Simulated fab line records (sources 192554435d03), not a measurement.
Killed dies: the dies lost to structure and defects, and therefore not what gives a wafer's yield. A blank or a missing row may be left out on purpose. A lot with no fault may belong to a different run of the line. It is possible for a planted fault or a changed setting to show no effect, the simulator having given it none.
fab line records	flow n5-finfet
[record] lots = 10	wafers = 28	last-day = 18
route steps=1938 shown BEOL_M1@820 BEOL_M4@1111 PASSIVATION@1936
lots that met no fault: taken from a fault-free run of the same line
start-h: hours from the record's first day to the start of the lot's first wafer shown	wait-h: hours elapsed since this lot's preceding step	" same as the row above	L1.1+2: one row covering several wafers at once	- value missing, or start not given	* or withheld: withheld	< > ~ a bound
route shown NAME@n: a module of which the file shows steps, and the number in the route of the first	usual: mean/standard deviation of fault-free wafers	same: alike in all rows	chamber/n: place in a boat	sites: per-site readings	_std_site: standard deviation of those values	_edge_site: mean of outer sites minus mean of inner sites	radius-mm: for every site, how far away it sits from the centre of the wafer	mask NAME#n: copy n	behind: tool/chamber where the wafer was last shaped	hold: reason for holding the lot/hours on hold/outcome of the hold	device: which transistor (n, p or np) failed to switch	end of line: the route-end tests of the same wafers	a step without rows: its recipe alone	killed: dies that structure and defects cost at the first sort, which is not the same as the wafer's yield	map: shows each die of a wafer: x if killed, . if not, _ if none is there
set.NAME: setting as actually run; set.NAME@STEP: the setting as run at that earlier step	model.NAME: the simulator's own value behind a step, which no gauge read
steps of the route over a sample of lots; a table a step, a row a wafer
services: the hour from which a tool's chamber was out of use, counted from the record's first day as start-h (under 0 if before that day), plus the number of hours and why
[[steps]]
[step N5_BEOL_M1_SPUTTER_86]
[recipe] material = Cu	target-thk-a = 45	temp-c = -20	chamber-pressure-pa = 0.07	power-w = withheld	time-s = 8.29
[usual] throttle-valve-pct = 30.5/0.89
[same] time-s = 8.29
lot.wafer	tool	chamber	start-h	wait-h	throttle-valve-pct
L132.3	pvd-sputter-03	-	138.92	0.1	29.0
L132.4	"	-	"	"	29.8
L132.6	"	-	"	"	32.1
L134.1	pvd-sputter-02	-	151.73	0.1	30.7
L134.3	"	-	"	"	29.6
L134.5	"	-	"	"	30.7
L135.2	pvd-sputter-01	-	157.63	0.1	30.2
L135.4	"	-	"	"	30.1
L135.5	"	-	"	"	31.3
L138.2	pvd-sputter-03	-	180.85	0.1	32.1
L138.4	"	-	"	"	29.1
L138.5	"	-	"	"	29.1
L142.3	pvd-sputter-02	-	206.93	0.1	30.6
L142.5	"	-	"	"	30.5
L142.6	"	-	"	"	30.5
L145.3	pvd-sputter-03	-	221.56	0.1	31.1
L145.5	"	-	"	"	32.1
L146.4	pvd-sputter-02	-	226.37	0.1	30.3
L146.5	"	-	"	"	29.6
L148.2	pvd-sputter-01	-	231.53	0.1	31.2
L148.4	"	-	"	"	30.6
L148.6	"	-	"	"	31.1
L152.1	pvd-sputter-01	-	256.03	0.1	31.4
L152.5	"	-	"	"	31.8
L152.6	"	-	"	"	30.5
L154.1	pvd-sputter-02	-	271.03	0.1	30.6
L154.4	"	-	"	"	30.3
L154.5	"	-	"	"	30.5
[step N5_BEOL_M1_ANNEAL_91]
[recipe] temp-c = 400	time-s = 240	ambient = vacuum
[usual] heater-power-w = 839/56
[same] time-s = 240
lot.wafer	tool	chamber	start-h	wait-h	heater-power-w
L132.3	pvd-sputter-03	-	139.44	0.0	849
L132.4	"	-	"	"	833
L132.6	"	-	"	"	914
L134.1	pvd-sputter-02	-	152.25	0.0	820
L134.3	"	-	"	"	778
L134.5	"	-	"	"	826
L135.2	pvd-sputter-01	-	158.15	0.0	922
L135.4	"	-	"	"	934
L135.5	"	-	"	"	844
L138.2	pvd-sputter-03	-	181.37	0.0	916
L138.4	"	-	"	"	847
L138.5	"	-	"	"	817
L142.3	pvd-sputter-02	-	207.45	0.0	838
L142.5	"	-	"	"	811
L142.6	"	-	"	"	847
L145.3	pvd-sputter-03	-	222.08	0.0	778
L145.5	"	-	"	"	907
L146.4	pvd-sputter-02	-	226.89	0.0	902
L146.5	"	-	"	"	761
L148.2	pvd-sputter-01	-	232.05	0.0	826
L148.4	"	-	"	"	884
L148.6	"	-	"	"	827
L152.1	pvd-sputter-01	-	256.55	0.0	824
L152.5	"	-	"	"	741
L152.6	"	-	"	"	894
L154.1	pvd-sputter-02	-	271.55	0.0	810
L154.4	"	-	"	"	910
L154.5	"	-	"	"	910
[step N5_BEOL_M1_ECD_50]
[recipe] material = Cu	target-thk-a = 3000
lot.wafer	tool	chamber	start-h	wait-h
L132.3+4+6	ecd-cu-02	0,1,1	140.16	0.1
L134.1+3+5	ecd-cu-02	1,1,0	152.95	0.1
L135.2+4+5	ecd-cu-02	0,1,0	158.85	0.1
L138.2+4+5	ecd-cu-02	0,1,1	182.07	0.1
L142.3+5+6	ecd-cu-02	0,0,1	208.17	0.1
L145.3+5	ecd-cu-02	0,1	222.80	0.1
L146.4+5	ecd-cu-02	1,0	227.61	0.1
L148.2+4+6	ecd-cu-01	0,0,1	232.75	0.1
L152.1+5+6	ecd-cu-01	0,1,0	257.25	0.1
L154.1+4+5	ecd-cu-01	1,1,0	272.25	0.1
[step N5_BEOL_M1_CMP_52]
[recipe] stop-on = SiOC	t-overpolish-s = 6.8	down-force-psi = 1	platen-rpm = 50	clearing-platen-down-force-psi = 1.5	clearing-platen-rpm = 50	post-cmp-clean = cu-alkaline	target-thk-nm = 40	clearing-platen-pad-velocity-m-s = 0.99484	pad-velocity-m-s = 0.99484
[usual] motor-current-A = 6.0/0.49	time-to-endpoint-s = 63/4.5
lot.wafer	tool	chamber	start-h	wait-h	motor-current-A	time-to-endpoint-s
L132.4	cmp-04	2	140.52	0.1	6.4	72
L132.3	"	0	"	"	6.0	61
L132.6	"	2	"	"	6.5	66
L134.3	cmp-04	0	153.33	0.2	6.0	63
L134.1	"	3	"	"	5.8	59
L134.5	"	0	"	"	5.8	64
L135.2	cmp-03	3	159.26	0.2	6.4	54
L135.4	"	0	"	"	6.9	52
L135.5	"	3	"	"	6.6	56
L138.4	cmp-02	2	182.45	0.1	6.8	61
L138.2	"	1	"	"	5.5	68
L138.5	"	3	"	"	5.3	65
L142.3	cmp-04	0	208.60	0.2	6.1	44
L142.5	"	2	"	"	6.3	70
L142.6	"	3	"	"	6.0	57
L145.3	cmp-02	3	223.20	0.2	5.3	44
L145.5	"	3	"	"	5.3	64
L146.4	cmp-02	0	227.96	0.1	5.7	49
L146.5	"	0	"	"	5.7	67
L148.2	cmp-04	2	233.12	0.2	6.4	70
L148.4	"	1	"	"	7.0	62
L148.6	"	2	"	"	6.4	69
L152.1	cmp-03	0	257.62	0.3	7.0	56
L152.6	"	0	"	"	6.9	52
L152.5	"	1	"	"	6.6	62
L154.1	cmp-02	2	272.63	0.3	6.4	62
L154.4	"	3	"	"	5.1	64
L154.5	"	2	"	"	6.7	61
[step N5_BEOL_M1_CO_CAP_55]
[recipe] material = Co	target-thk-a = 20	temp-c = 200	precursor = CCTBA/H2	pressure-torr = 30	time-s = 102.1
[usual] heater-power-w = 245/33
[same] time-s = 102.1
lot.wafer	tool	chamber	start-h	wait-h	heater-power-w
L132.3	cvd-co-02	1	140.89	0.0	285
L132.4	"	0	"	"	209
L132.6	"	2	"	"	237
L134.1	cvd-co-02	0	153.70	0.0	209
L134.3	"	1	"	"	293
L134.5	"	2	"	"	239
L135.2	cvd-co-02	0	159.60	0.0	203
L135.4	"	2	"	"	242
L135.5	"	1	"	"	282
L138.2	cvd-co-01	0	182.83	0.0	284
L138.4	"	0	"	"	285
L138.5	"	2	"	"	235
L142.3	cvd-co-02	2	208.90	0.0	239
L142.5	"	0	"	"	198
L142.6	"	1	"	"	288
L145.3	cvd-co-02	0	223.53	0.0	204
L145.5	"	1	"	"	295
L146.4	cvd-co-02	1	228.37	0.0	293
L146.5	"	2	"	"	242
L148.2	cvd-co-02	1	233.50	0.0	293
L148.4	"	2	"	"	247
L148.6	"	1	"	"	290
L152.1	cvd-co-01	2	257.99	0.0	237
L152.5	"	2	"	"	236
L152.6	"	0	"	"	291
L154.1	cvd-co-01	2	273.01	0.0	231
L154.4	"	2	"	"	235
L154.5	"	0	"	"	288
[step N5_BEOL_M4_RC_MEAS_101]
[usual] DIBL_N = 35.4/2.1	DIBL_P = 34.8/2.6	IOFF_N = 0.15/0.037	IOFF_P = 0.19/0.037	ION_N = 677/16	ION_P = 462/9.3	SS_N = 71.4/0.75	SS_P = 72.9/0.77	VT_N = 250/3.7	VT_P = -251/3.5
lot.wafer	tool	chamber	start-h	wait-h	DIBL_N[mV/V]	DIBL_P[mV/V]	IOFF_N[nA/um]	IOFF_P[nA/um]	ION_N[uA/um]	ION_P[uA/um]	SS_N[mV/dec]	SS_P[mV/dec]	VT_N[mV]	VT_P[mV]
L132.3	prober-02	0	183.90	0.3	34.8	32.0	0.13	0.19	679	472	70.9	72.6	250	-248
L132.4	"	0	"	"	35.0	32.7	0.14	0.20	682	478	71.0	72.5	249	-250
L132.6	"	0	"	"	33.1	30.1	0.11	0.17	672	470	70.0	72.6	253	-251
L134.1	prober-02	0	198.45	0.2	34.7	35.4	0.15	0.18	697	463	70.7	72.6	249	-256
L134.3	"	0	"	"	31.1	31.0	0.09	0.13	665	461	70.3	71.1	256	-256
L134.5	"	0	"	"	35.3	35.7	0.14	0.19	679	464	71.1	72.5	249	-252
L135.2	prober-02	0	200.94	0.2	39.0	37.7	0.24	0.23	679	456	72.0	74.2	245	-248
L135.4	"	0	"	"	32.9	31.1	0.12	0.15	672	463	70.8	72.4	255	-252
L135.5	"	0	"	"	37.2	35.9	0.20	0.21	688	465	72.7	73.9	245	-248
L138.2	prober-01	0	226.99	0.6	35.8	35.1	0.16	0.19	697	474	71.5	72.5	246	-249
L138.4	"	0	"	"	36.6	34.8	0.16	0.19	688	464	71.2	73.1	247	-251
L138.5	"	0	"	"	36.7	35.7	0.16	0.20	690	471	71.1	72.8	247	-250
L142.3	prober-02	0	251.52	0.3	34.3	34.2	0.13	0.17	660	454	71.3	71.9	251	-253
L142.5	"	0	"	"	39.5	41.3	0.25	0.31	712	480	72.6	74.3	242	-243
L142.6	"	0	"	"	32.7	31.6	0.11	0.14	669	457	70.9	72.1	253	-254
L145.3	prober-01	0	255.68	0.3	32.9	31.6	0.10	0.15	643	453	70.7	72.0	260	-253
L145.5	"	0	"	"	36.4	34.9	0.15	0.20	652	452	72.4	72.8	253	-249
L146.4	prober-02	0	261.11	0.5	33.9	33.0	0.12	0.15	668	460	71.0	72.4	252	-255
L146.5	"	0	"	"	38.2	37.5	0.18	0.20	656	450	72.4	73.2	252	-254
L148.2	prober-01	0	269.96	0.2	33.1	32.2	0.11	0.15	662	448	69.8	71.9	252	-255
L148.4	"	0	"	"	32.3	31.9	0.11	0.15	682	472	70.4	73.0	253	-253
L148.6	"	0	"	"	33.5	33.4	0.13	0.16	668	456	71.0	72.7	251	-251
L152.1	prober-01	0	303.81	0.3	40.6	40.7	0.28	0.31	709	480	73.2	74.6	241	-246
L152.5	"	0	"	"	38.2	37.9	0.23	0.25	708	479	72.2	73.6	244	-245
L152.6	"	0	"	"	36.6	36.7	0.18	0.22	702	478	72.0	73.9	246	-247
L154.1	prober-02	0	326.03	0.0	38.0	40.0	0.22	0.26	710	477	72.6	73.7	242	-247
L154.4	"	0	"	"	36.1	37.1	0.18	0.23	701	476	71.7	73.3	247	-250
L154.5	"	0	"	"	36.0	36.9	0.17	0.21	689	467	71.4	73.6	246	-250
[step N5_PASSIVATION_PROBE_49]
[usual] defect-limited-yield = 90.5/1.7	killed_at_M0_to_M3 = 37/12	killed_at_M4_up = 14/5.2	killed-at-contacts = 12/5.9	killed-at-front-end = 45/14	killed-at-other = 3.5/2.8	killed-dies = 112/21	killed-open = 73/15	killed-short = 36/8.9	sort_bin_4_leakage = 0.00/0.007	sort_bin_5_function = 5.6/1.2	sort_bin_6_memory = 3.5/0.68	sort_bin_8_speed = 0.01/0.1	sort-n-pass = 1068/21	sort-yield-pct = 90.5/1.8
[same] gross-dies = 1180	killed-at-back-side = 0
lot.wafer	tool	chamber	start-h	wait-h	defect-limited-yield[%]	killed_at_M0_to_M3	killed_at_M4_up	killed-at-contacts	killed-at-front-end	killed-at-other	killed-dies	killed-open	killed-short	sort_bin_4_leakage[%]	sort_bin_5_function[%]	sort_bin_6_memory[%]	sort_bin_8_speed[%]	sort-n-pass	sort-yield-pct[%]
L132.3	prober-02	-	301.02	0.1	91.2	26	22	7	48	1	104	55	46	0	5.2	3.2	0	1076	91.2
L132.4	prober-02	-	301.07	0.2	91.2	32	22	3	46	1	104	58	43	0	4.3	4.2	0	1076	91.2
L132.6	prober-02	-	301.17	0.3	93.1	25	18	4	30	4	81	50	30	0	3.8	2.7	0	1099	93.1
L134.1	prober-01	-	307.87	0.0	92.2	23	9	12	42	6	92	58	31	0	4.3	2.8	0	1088	92.2
L134.3	prober-01	-	307.97	0.1	91.9	34	14	15	32	0	95	55	37	0	5.3	2.4	0	1085	91.9
L134.5	prober-01	-	308.07	0.2	90.4	38	18	17	34	6	113	78	28	0	5.3	3.8	0	1067	90.4
L135.2	prober-01	-	322.17	0.1	90.1	36	25	15	37	4	117	76	36	0	5.6	3.8	0	1063	90.1
L135.4	prober-01	-	322.27	0.2	89.2	32	25	18	52	1	128	74	49	0	5.8	4.2	0	1052	89.2
L135.5	prober-01	-	322.32	0.2	89.9	45	13	12	45	4	119	74	44	0	5.9	3.7	0	1061	89.9
L138.2	prober-02	-	336.67	0.1	90.4	32	22	13	43	3	113	76	29	0	5.7	3.7	0	1067	90.4
L138.4	prober-02	-	336.77	0.2	89.7	29	13	19	58	3	122	79	37	0	6.7	3.6	0	1058	89.7
L138.5	prober-02	-	336.82	0.2	92.5	37	9	7	33	2	88	61	22	0	4.7	2.4	0	1092	92.5
L142.3	prober-02	-	361.18	0.1	89.3	26	11	10	75	4	126	84	38	0	6.9	3.6	0	1054	89.3
L142.5	prober-02	-	361.28	0.2	89.4	40	19	13	49	4	125	92	31	0	6.4	3.9	0	1055	89.4
L142.6	prober-02	-	361.33	0.3	92.0	17	8	11	57	1	94	54	37	0	5.1	2.5	0	1086	92.0
L145.3	prober-02	-	367.81	0.1	90.0	37	12	3	65	1	118	76	42	0	6.1	3.7	0.08	1061	89.9
L145.5	prober-02	-	367.91	0.2	86.6	47	15	11	82	3	158	110	47	0	8.2	4.6	0	1022	86.6
L146.4	prober-02	-	375.01	0.2	86.7	66	17	25	45	4	157	97	55	0	8.3	4.5	0.08	1023	86.7
L146.5	prober-02	-	375.06	0.2	85.4	74	19	33	44	2	172	111	60	0	9.2	4.8	0	1008	85.4
L148.2	prober-01	-	379.66	0.4	89.2	27	27	18	53	2	127	83	41	0	6.8	3.8	0	1053	89.2
L148.4	prober-01	-	379.76	0.5	89.5	28	17	17	60	2	124	75	44	0	6.2	3.7	0	1056	89.5
L148.6	prober-01	-	379.86	0.6	89.1	63	8	17	40	1	129	82	45	0	7.0	3.4	0	1051	89.1
L152.1	prober-01	-	407.23	0.0	89.2	27	12	13	65	11	128	81	44	0.08	6.1	3.9	0	1051	89.1
L152.5	prober-01	-	407.43	0.2	89.8	15	13	19	66	7	120	85	31	0	5.9	3.8	0	1060	89.8
L152.6	prober-01	-	407.48	0.3	89.5	25	21	9	59	10	124	87	34	0	7.1	3.1	0	1056	89.5
L154.1	prober-01	-	438.05	0.0	91.9	35	9	10	37	4	95	54	35	0	4.7	3.1	0	1085	91.9
L154.4	prober-01	-	438.20	0.2	88.6	61	18	15	40	0	134	86	42	0	6.6	4.1	0	1046	88.6
L154.5	prober-01	-	438.25	0.2	94.7	13	11	6	29	3	62	43	17	0	3.0	2.2	0	1118	94.7
// killed by level:class
L132.3 BEOL_M0_SAQP:geometric-particle:short=8 FIN_SAQP:geometric-particle:short=7 STI_FIN_REVEAL:geometric-particle:open=7 GATE_CUT:geometric-particle:short=7 FIN_SAQP:geometric-particle:open=6 STI_FIN_REVEAL:geometric-particle:short=5 DUMMY_GATE:geometric-particle:open=5 BEOL_M4:geometric-particle:open=5
L132.4 FIN_SAQP:geometric-particle:short=10 BEOL_M3:geometric-particle:open=9 STI_FIN_REVEAL:geometric-particle:open=8 BEOL_M1:geometric-particle:open=6 FIN_SAQP:geometric-particle:open=5 GATE_CUT:geometric-particle:short=5 GATE_CUT:geometric-particle:open=4 BEOL_M0_SAQP:geometric-particle:short=4
L132.6 BEOL_M2:geometric-particle:open=13 BEOL_M4:geometric-particle:open=8 FIN_SAQP:geometric-particle:short=5 FIN_SAQP:geometric-particle:open=4 ILD0:geometric-particle:short=4 GATE_CUT:geometric-particle:short=4 BEOL_M3:geometric-particle:short=4 STARTING-WAFER:geometric-particle:open=4
L134.1 MOL_CONTACT_COAG:geometric-particle:open=11 DUMMY_GATE:geometric-particle:open=7 FIN_SAQP:geometric-particle:open=5 STI_FIN_REVEAL:geometric-particle:open=5 GATE_CUT:geometric-particle:open=5 GATE_CUT:geometric-particle:short=5 BEOL_M0_SAQP:geometric-particle:open=5 FIN_SAQP:geometric-particle:short=4
L134.3 MOL_CONTACT_COAG:geometric-particle:open=11 BEOL_M0_SAQP:geometric-particle:short=9 BEOL_M0_SAQP:geometric-particle:open=7 BEOL_M4:geometric-particle:open=7 ILD0:geometric-particle:short=6 FIN_SAQP:geometric-particle:short=5 STI_FIN_REVEAL:geometric-particle:open=5 BEOL_M1:geometric-particle:open=5
L134.5 MOL_CONTACT_COAG:geometric-particle:open=15 BEOL_M0_SAQP:geometric-particle:open=10 BEOL_M2:geometric-particle:open=7 STI_FIN_REVEAL:geometric-particle:open=6 DUMMY_GATE:geometric-particle:open=6 BEOL_M0_SAQP:geometric-particle:short=6 BEOL_M3:geometric-particle:open=5 PAD_METAL:geometric-particle:open=5
L135.2 BEOL_M2:geometric-particle:open=13 BEOL_M4:geometric-particle:open=13 MOL_CONTACT_COAG:geometric-particle:open=11 FIN_SAQP:geometric-particle:open=10 BEOL_M0_SAQP:geometric-particle:short=8 STI_FIN_REVEAL:geometric-particle:open=7 BEOL_M0_SAQP:geometric-particle:open=6 GATE_CUT:geometric-particle:open=5
L135.4 FIN_SAQP:geometric-particle:open=12 STI_FIN_REVEAL:geometric-particle:open=12 MOL_CONTACT_COAG:geometric-particle:open=11 BEOL_M3:geometric-particle:short=10 BEOL_M4:geometric-particle:open=9 FIN_SAQP:geometric-particle:short=8 MOL_CONTACT_COAG:geometric-particle:short=7 BEOL_M0_SAQP:geometric-particle:open=6
L135.5 FIN_SAQP:geometric-particle:open=11 BEOL_M0_SAQP:geometric-particle:short=11 MOL_CONTACT_COAG:geometric-particle:open=9 BEOL_M0_SAQP:geometric-particle:open=9 FIN_SAQP:geometric-particle:short=8 STI_FIN_REVEAL:geometric-particle:open=8 BEOL_M2:geometric-particle:open=6 BEOL_M3:geometric-particle:open=6
L138.2 STI_FIN_REVEAL:geometric-particle:open=20 MOL_CONTACT_COAG:geometric-particle:open=11 BEOL_M0_SAQP:geometric-particle:short=8 BEOL_M0_SAQP:geometric-particle:open=7 BEOL_M4:geometric-particle:open=7 DUMMY_GATE:geometric-particle:open=5 GATE_CUT:geometric-particle:short=5 BEOL_M1:geometric-particle:open=4
L138.4 STI_FIN_REVEAL:geometric-particle:open=19 FIN_SAQP:geometric-particle:open=14 MOL_CONTACT_COAG:geometric-particle:open=11 FIN_SAQP:geometric-particle:short=8 BEOL_M3:geometric-particle:open=8 MOL_CONTACT_COAG:geometric-particle:short=7 DUMMY_GATE:geometric-particle:open=5 BEOL_M0_SAQP:geometric-particle:short=5
L138.5 FIN_SAQP:geometric-particle:open=12 BEOL_M0_SAQP:geometric-particle:open=7 BEOL_M0:geometric-particle:open=7 BEOL_M2:geometric-particle:open=5 BEOL_M3:geometric-particle:open=5 DUMMY_GATE:geometric-particle:open=4 GATE_CUT:geometric-particle:short=4 BEOL_M0_SAQP:geometric-particle:short=4
L142.3 STI_FIN_REVEAL:geometric-particle:open=23 GATE_CUT:geometric-particle:short=11 FIN_SAQP:geometric-particle:open=9 BEOL_M2:geometric-particle:open=9 MOL_CONTACT_COAG:geometric-particle:open=8 BEOL_M0_SAQP:geometric-particle:open=7 FIN_SAQP:geometric-particle:short=6 GATE_CUT:geometric-particle:open=6
L142.5 BEOL_M2:geometric-particle:open=20 MOL_CONTACT_COAG:geometric-particle:open=11 BEOL_M0_SAQP:geometric-particle:open=10 FIN_SAQP:geometric-particle:open=9 FIN_SAQP:geometric-particle:short=9 BEOL_M4:geometric-particle:open=9 STI_FIN_REVEAL:geometric-particle:open=5 DUMMY_GATE:geometric-particle:open=4
L142.6 STI_FIN_REVEAL:geometric-particle:open=11 MOL_CONTACT_COAG:geometric-particle:open=10 FIN_SAQP:geometric-particle:short=8 GATE_CUT:geometric-particle:short=7 FIN_SAQP:geometric-particle:open=6 GATE_CUT:geometric-particle:open=6 STARTING-WAFER:geometric-particle:open=5 BEOL_M0_SAQP:geometric-particle:short=5
L145.3 FIN_SAQP:geometric-particle:open=19 STI_FIN_REVEAL:geometric-particle:open=13 FIN_SAQP:geometric-particle:short=10 BEOL_M0_SAQP:geometric-particle:short=7 BEOL_M0_SAQP:geometric-particle:open=6 BEOL_M2:geometric-particle:open=6 BEOL_M3:geometric-particle:open=6 BEOL_M5:geometric-particle:open=6
L145.5 STI_FIN_REVEAL:geometric-particle:open=23 FIN_SAQP:geometric-particle:open=19 BEOL_M0_SAQP:geometric-particle:open=14 MOL_CONTACT_COAG:geometric-particle:open=10 BEOL_M0_SAQP:geometric-particle:short=9 DUMMY_GATE:geometric-particle:open=8 BEOL_M2:geometric-particle:open=8 BEOL_M4:geometric-particle:open=7
L146.4 MOL_CONTACT_COAG:geometric-particle:open=21 BEOL_M0_SAQP:geometric-particle:short=15 BEOL_M3:geometric-particle:open=13 FIN_SAQP:geometric-particle:short=12 FIN_SAQP:geometric-particle:open=12 BEOL_M2:geometric-particle:open=10 BEOL_M0_SAQP:geometric-particle:open=9 BEOL_M4:geometric-particle:open=9
L146.5 MOL_CONTACT_COAG:geometric-particle:open=23 BEOL_M0_SAQP:geometric-particle:short=20 BEOL_M1:geometric-particle:open=16 BEOL_M3:geometric-particle:open=15 BEOL_M0_SAQP:geometric-particle:open=14 FIN_SAQP:geometric-particle:short=13 FIN_SAQP:geometric-particle:open=10 MOL_CONTACT_COAG:geometric-particle:short=10
L148.2 STI_FIN_REVEAL:geometric-particle:open=16 MOL_CONTACT_COAG:geometric-particle:open=13 BEOL_M4:geometric-particle:open=13 DUMMY_GATE:geometric-particle:open=9 FIN_SAQP:geometric-particle:short=8 MOL_CONTACT_COAG:geometric-particle:short=5 BEOL_M1:geometric-particle:open=5 BEOL_M5:geometric-particle:open=5
L148.4 FIN_SAQP:geometric-particle:open=12 MOL_CONTACT_COAG:geometric-particle:open=12 BEOL_M4:geometric-particle:open=7 FIN_SAQP:geometric-particle:short=6 BEOL_M0_SAQP:geometric-particle:short=6 STI_FIN_REVEAL:geometric-particle:open=5 MOL_CONTACT_COAG:geometric-particle:short=5 BEOL_M4:geometric-particle:short=5
L148.6 BEOL_M0_SAQP:geometric-particle:open=27 BEOL_M0_SAQP:geometric-particle:short=17 MOL_CONTACT_COAG:geometric-particle:open=13 FIN_SAQP:geometric-particle:short=12 FIN_SAQP:geometric-particle:open=10 BEOL_M1:geometric-particle:open=5 STARTING-WAFER:geometric-particle:open=5 STI_FIN_REVEAL:geometric-particle:open=4
L152.1 STI_FIN_REVEAL:geometric-particle:open=22 FIN_SAQP:geometric-particle:short=15 FIN_SAQP:geometric-particle:open=8 MOL_CONTACT_COAG:geometric-particle:open=8 BEOL_M1:geometric-particle:open=8 GATE_CUT:geometric-particle:short=6 MOL_CONTACT_COAG:geometric-particle:short=5 BEOL_M0_SAQP:geometric-particle:open=5
L152.5 FIN_SAQP:geometric-particle:open=18 MOL_CONTACT_COAG:geometric-particle:open=16 STI_FIN_REVEAL:geometric-particle:open=14 FIN_SAQP:geometric-particle:short=9 GATE_CUT:geometric-particle:short=8 BEOL_M1:geometric-particle:open=7 DUMMY_GATE:geometric-particle:open=5 BEOL_M2:geometric-particle:open=4
L152.6 STI_FIN_REVEAL:geometric-particle:open=24 BEOL_M1:geometric-particle:open=12 FIN_SAQP:geometric-particle:short=10 BEOL_M4:geometric-particle:open=9 FIN_SAQP:geometric-particle:open=7 BEOL_M2:geometric-particle:open=6 MOL_CONTACT_COAG:geometric-particle:open=5 STARTING-WAFER:geometric-particle:open=5
L154.1 MOL_CONTACT_COAG:geometric-particle:open=8 BEOL_M0_SAQP:geometric-particle:short=8 FIN_SAQP:geometric-particle:short=6 DUMMY_GATE:geometric-particle:open=6 BEOL_M0_SAQP:geometric-particle:open=6 BEOL_M2:geometric-particle:open=6 DUMMY_GATE:geometric-particle:short=5 GATE_CUT:geometric-particle:short=5
L154.4 MOL_CONTACT_COAG:geometric-particle:open=13 BEOL_M0_SAQP:geometric-particle:short=12 BEOL_M2:geometric-particle:open=11 FIN_SAQP:geometric-particle:short=10 BEOL_M1:geometric-particle:open=8 FIN_SAQP:geometric-particle:open=7 BEOL_M0_SAQP:geometric-particle:open=6 BEOL_M0:geometric-particle:open=6
L154.5 STI_FIN_REVEAL:geometric-particle:short=5 STI_FIN_REVEAL:geometric-particle:open=5 MOL_CONTACT_COAG:geometric-particle:open=5 BEOL_M4:geometric-particle:open=5 FIN_SAQP:geometric-particle:open=4 STARTING-WAFER:geometric-particle:open=4 BEOL_M3:geometric-particle:open=3 DUMMY_GATE:geometric-particle:open=2
[[services]]
tool	chamber	start-h	hours	kind
pvd-sputter-02	-	116.54	1.6	repair
cmp-03	-	132.68	4.0	pm
cmp-03	-	136.68	-	consumable-replace:conditioner
cmp-03	-	136.68	-	consumable-replace:pad
pvd-sputter-01	-	137.28	15.4	repair
ecd-cu-01	-	145.48	1.9	repair
cmp-04	-	157.62	7.9	pm
cmp-03	-	200.72	4.6	pm
cmp-03	-	215.20	0.3	repair
cmp-03	-	218.81	6.2	pm
cmp-02	-	240.93	4.0	pm
cmp-04	-	242.38	4.0	pm
cmp-02	-	244.93	-	consumable-replace:conditioner
cmp-02	-	244.93	-	consumable-replace:pad
cmp-04	-	246.38	-	consumable-replace:conditioner
cmp-04	-	246.38	-	consumable-replace:pad
cmp-03	-	265.13	2.8	repair
[[key]]
[first-sign] step = N5_BEOL_M1_CMP_52	reading = time-to-endpoint-s	direction = down	sigmas = 3.9	usual = *	struck = *
effect none on later readings
met-at N5_BEOL_M1_ECD_50
struck-lots L142,L145,L146
struck-wafers L142.3,L145.3,L146.4
not-acting-at N5_BEOL_M1_SPUTTER_86,N5_BEOL_M1_ANNEAL_91,N5_BEOL_M1_CO_CAP_55
onset-between 182.07 208.17
[fault] kind = process-parameter-drift	tool = ecd-cu-02	chamber = -	onset-h = 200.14	steps = N5_BEOL_M1_ECD_50	channel = target-thk-a	offset = *	shape = step	end-h = 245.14	scope = struck-wafers-only	acts-in = *	stated = *
